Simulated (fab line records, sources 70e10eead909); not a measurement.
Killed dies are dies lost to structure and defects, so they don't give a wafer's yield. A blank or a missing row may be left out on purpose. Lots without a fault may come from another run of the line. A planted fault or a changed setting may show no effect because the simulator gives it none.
Chamber matching | flow nand_harc | NHARC_A_M1_STRIP_18 on rie_diel-02: 4 sister chambers
The step strips in N2/H2. 7 wafers are shown with their chamber, then 8 later ones without.

WAFERS WITH THEIR CHAMBER
wafer  | chamber | showerhead_plenum_p_Torr (Torr) | drypump_motor_current_A (A)
L682.1 | 3       | 2.12                            | 6.4
L681.3 | 2       | 2.02                            | 4.9
L681.5 | 0       | 1.93                            | 5.1
L684.1 | 3       | 2.12                            | 6.5
L684.4 | 1       | 2.13                            | 6.1
L684.6 | 1       | 2.12                            | 6.1
L686.1 | 0       | 1.93                            | 5.1

WAFERS WITHOUT THEIR CHAMBER
wafer  | showerhead_plenum_p_Torr (Torr) | drypump_motor_current_A (A)
L686.4 | 2.02                            | 4.9
L686.5 | 2.12                            | 6.1
L685.1 | 2.12                            | 6.4
L685.3 | 1.93                            | 5.1
L685.4 | 2.12                            | 6.1
L687.2 | 1.93                            | 5.1
L687.3 | 2.12                            | 6.1
L687.5 | 1.93                            | 5.1

WHICH CHAMBER EACH WENT THROUGH
wafer  | from the rows above | in truth
L686.4 | 2                   | 2
L686.5 | 1                   | 1
L685.1 | 3                   | 3
L685.3 | 0                   | 0
L685.4 | 1                   | 1
L687.2 | 0                   | 0
L687.3 | 1                   | 1
L687.5 | 0                   | 0
Placed correctly: 8 of 8. Can't be placed from these rows: 0. Placed wrongly: 0.
How it was worked out, from the rows above alone: a wafer's distance from a chamber is the root of the sum, over the readings, of the square of ((its reading less the chamber's mean) divided by the reading's scatter). The wafer belongs to the nearest chamber; if the next one is less than 2 further off, it can't be placed. A chamber's mean is the mean of its shown wafers. The scatter: the root of (the sum of the squares of (reading less its chamber's mean) over the shown wafers, divided by (wafers less chambers)).
